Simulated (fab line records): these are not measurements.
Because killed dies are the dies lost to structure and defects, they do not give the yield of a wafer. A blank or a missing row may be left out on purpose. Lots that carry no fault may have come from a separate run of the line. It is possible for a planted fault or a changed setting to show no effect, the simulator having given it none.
Split-lot trial ; flow n5_finfet ; route with 1938 steps; 7 lots, 21 wafers read

ABOUT THE SPLIT
At N5_BEOL_M11_EXPOSE_25 (exposes mask V10), the setting dose_mj was moved away from the recipe's 85.5 on 6 of the 21 wafers read, by -5.6% to +4.3%. All remaining wafers had this setting at the recipe value.

FROM THE SPLIT TO THE READING: what the file shows between them, 2 steps
- N5_BEOL_M11_PEB_26: peb time 60 s
- N5_BEOL_M11_DEVELOP_27: develop time 30 s

THE READING
cd_nm at N5_BEOL_M11_CD_MEAS_28, given in nm (cd target 70 nm). A value of 70.2 nm with a standard deviation of 0.97 nm is what fault-free wafers of this fab line usually give.

wafer;tool, chamber at the split;dose_mj as run;against the recipe;cd_nm, nm;against lot-mates on the recipe
L075.1;arfi_scanner-01, 0;85.5;recipe;70.2;-
L075.5;arfi_scanner-01, 0;85.5;recipe;70.1;-
L075.6;arfi_scanner-01, 0;85.5;recipe;70.4;-
L079.2;arfi_scanner-01, 0;89.17;+4.3%;73.7;+4.5
L079.4;arfi_scanner-01, 0;85.5;recipe;68.9;-
L079.6;arfi_scanner-01, 0;85.5;recipe;69.6;-
L078.3;arfi_scanner-01, 0;80.73;-5.6%;65.1;no lot-mate on the recipe
L078.5;arfi_scanner-01, 0;80.73;-5.6%;65.2;no lot-mate on the recipe
L078.6;arfi_scanner-01, 0;80.73;-5.6%;65.0;no lot-mate on the recipe
L085.1;arfi_scanner-03, 0;85.5;recipe;72.5;-
L085.2;arfi_scanner-03, 0;85.5;recipe;72.1;-
L085.3;arfi_scanner-03, 0;85.5;recipe;71.3;-
L091.3;arfi_scanner-01, 0;85.5;recipe;69.1;-
L091.4;arfi_scanner-01, 0;85.5;recipe;69.5;-
L091.5;arfi_scanner-01, 0;85.5;recipe;68.5;-
L093.3;arfi_scanner-03, 0;88.37;+3.4%;73.3;+4.0
L093.4;arfi_scanner-03, 0;88.37;+3.4%;72.7;+3.4
L093.5;arfi_scanner-03, 0;85.5;recipe;69.3;-
L092.2;arfi_scanner-01, 0;85.5;recipe;70.1;-
L092.3;arfi_scanner-01, 0;85.5;recipe;71.9;-
L092.5;arfi_scanner-01, 0;85.5;recipe;69.8;-

FIT RESULTS
A straight line over all 21 wafers: cd_nm changes by +0.886 nm for each +1% of dose_mj; r = +0.91; the points scatter about the line by 1.1 nm.
The same after taking each lot's own level away (the mean of its wafers on the recipe; 18 wafers): +1.07 nm for each +1%; r = +0.95; scatter 0.52 nm.
According to that fit, moving dose_mj by its largest amount changes the reading by 6 nm.
The lots' own levels span 69.03 to 71.97 nm, that is 3.0 times the standard deviation above.
So the lot-to-lot level changes the slope: the two fits differ.
Check: +4.73 nm against its lot-mates is what the line predicts for one of the wafers moved furthest among these (+4.3%) when that wafer is left out of the fit. It came out at +4.45 nm against them.

OTHER SPLITS APPLIED TO THESE WAFERS
Before the reading, these wafers also passed through other splits. Each is held against what the fit with the lots' levels taken away leaves over:
other split on the same wafers;wafers away from the commonest value;r with cd_nm (lot level and that fit taken away)
N5_BEOL_M10_ILD_DEP_00 time_s;12;-0.16
N5_BEOL_M10_COAT_05 spin_rpm;3;+0.11
N5_BEOL_M11_COAT_64 spin_rpm;6;+0.09

THE FILE'S OWN FIT
cd_nm changes by +1.05 nm for each +1% of dose_mj, r = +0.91.
